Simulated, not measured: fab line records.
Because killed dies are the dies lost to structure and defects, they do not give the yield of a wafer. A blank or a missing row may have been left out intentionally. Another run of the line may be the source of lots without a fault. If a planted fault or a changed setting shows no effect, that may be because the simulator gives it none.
Comparing a struck lot with a sound one | flow n5_finfet | 15 steps out of a route of 1938
Sound: these wafers, L758.1, L758.2, L758.5. Struck: wafer L762.6 (L762.4, L762.5, from the same lot, were not struck and are left out); the cause is given at the end.
For every step that has rows: the tool of each side, followed by ch and its chambers, followed by its first start. Under that, the readings that differ: sound wafers | struck wafers | difference of the means | sigmas: that difference in standard deviations of wafers without a fault.
alike: same words and numbers on both sides, and readings whose means sit less than 2 such deviations apart. not compared: any withheld reading, any reading some wafer has no value for, any bound like >300 that may hide the same value, and any number with overlapping values for which the record gives no deviation.
A row with sigmas, a row that says differs or no value, or rows on one side alone: a step with any of these is where the two part. Non-overlapping numbers with no deviation appear without sigmas and do not part them. Lack of a reading on every wafer of one side parts them only where that side has two or more wafers.

first, 7 steps without rows for these wafers: N5_HKMG_FIN_COAT_30 (time 60 s, resist thk 35 nm); N5_HKMG_FIN_COAT_06 (resist thk 90 nm); N5_HKMG_FIN_EBR_08; N5_HKMG_FIN_SOFTBAKE_07 (time 60 s); N5_HKMG_FIN_EXPOSE_09 (exposes mask NWFM); N5_HKMG_FIN_PEB_10 (peb time 60 s); N5_HKMG_FIN_DEVELOP_11 (develop time 30 s).
N5_HKMG_FIN_CD_MEAS_12: the cd target is 92.8 nm.
  sound on cd_sem-02 ch 0, day 5 11:58; struck on cd_sem-01 ch 0, day 6 10:05
  alike: cd_nm
N5_HKMG_FIN_OVL_MEAS_13:
  sound on overlay-02 ch 0, day 5 12:00; struck on overlay-02 ch 0, day 6 10:07
  alike: NWFM_OVL
N5_HKMG_FIN_INSPECT_14: inspects for defects (macro).
  sound on defect_inspect-02 at day 5 12:01; struck on defect_inspect-01 at day 6 10:08
  alike: raw_defect_count
N5_HKMG_FIN_DESCUM_17: chemistry O2, time 7.9 s.
  sound on rie_diel-01 ch 0,2,3, day 5 12:04; struck on rie_diel-01 ch 0, day 6 10:17
  alike: drypump_motor_current_A, oes_product_au, rf_vpp_V, showerhead_plenum_p_Torr, throttle_valve_pct
  not compared: rf_hours_counter_h
N5_HKMG_FIN_ETCH_31: etches SiARC in CF4, target depth 45.5 nm, time 75.8 s.
  sound on rie_diel-01 ch 0,2,3, day 5 12:05; struck on rie_diel-01 ch 0, day 6 10:19
  alike: drypump_motor_current_A, etch_rf_on_time_s, mfc_ar_sccm, oes_product_au, rf_fwd_power_W, rf_vpp_V, showerhead_plenum_p_Torr, throttle_valve_pct
  not compared: rf_hours_counter_h
N5_HKMG_FIN_ETCH_32: etches SOC in N2/H2, target depth 240 nm, time 300 s.
  sound on rie_diel-01 ch 0,2,3, day 5 12:09; struck on rie_diel-01 ch 0, day 6 10:22
  reading                                     | sound             | struck | difference | sigmas
  rf_fwd_power_W (W)                          | 836.0 834.8 840.8 | 1042.2 | +205.0     | +79
  rf_vpp_V (V)                                | 523.3 521.9 522.6 | 487.1  | -35.5      | -14
  model.HKMG_FIN.feature_depth_nm (nm)        | 236.6 241.8 235.8 | 281.2  | +43.1      |
  model.etch.depth_nm (nm)                    | 236.6 241.8 235.9 | 281.3  | +43.2      |
  model.SiARC_of_HKMG_FIN_COAT_30.thk_nm (nm) | 21.6 21.4 21.4    | 19.8   | -1.7       |
  alike: drypump_motor_current_A, oes_product_au, showerhead_plenum_p_Torr, throttle_valve_pct
  not compared: rf_hours_counter_h
then, 1 step without rows for these wafers: N5_HKMG_FIN_STRIP_33 (strips in N2/H2).
-- a jump in the record: the struck wafers' starts before and after are 4 days apart (it breaks off in module HKMG_FIN and resumes in module BEOL_M4, where the first step shown is number 1111 of the route) --
N5_BEOL_M4_RC_MEAS_101:
  sound on prober-02 ch 0, day 9 02:08; struck on prober-02 ch 0, day 10 03:43
  alike: DIBL_N, DIBL_P, IOFF_N, IOFF_P, ION_N, ION_P, SS_N, SS_P, VT_N, VT_P

WHERE THEY PART
Only at N5_HKMG_FIN_ETCH_32, within this record. Later steps at which nothing parts them and some readings are alike: N5_BEOL_M4_RC_MEAS_101.

WHY: the cause the simulator had injected
rie_diel-01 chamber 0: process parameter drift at N5_HKMG_FIN_ETCH_32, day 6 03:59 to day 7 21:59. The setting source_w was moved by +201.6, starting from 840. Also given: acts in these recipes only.
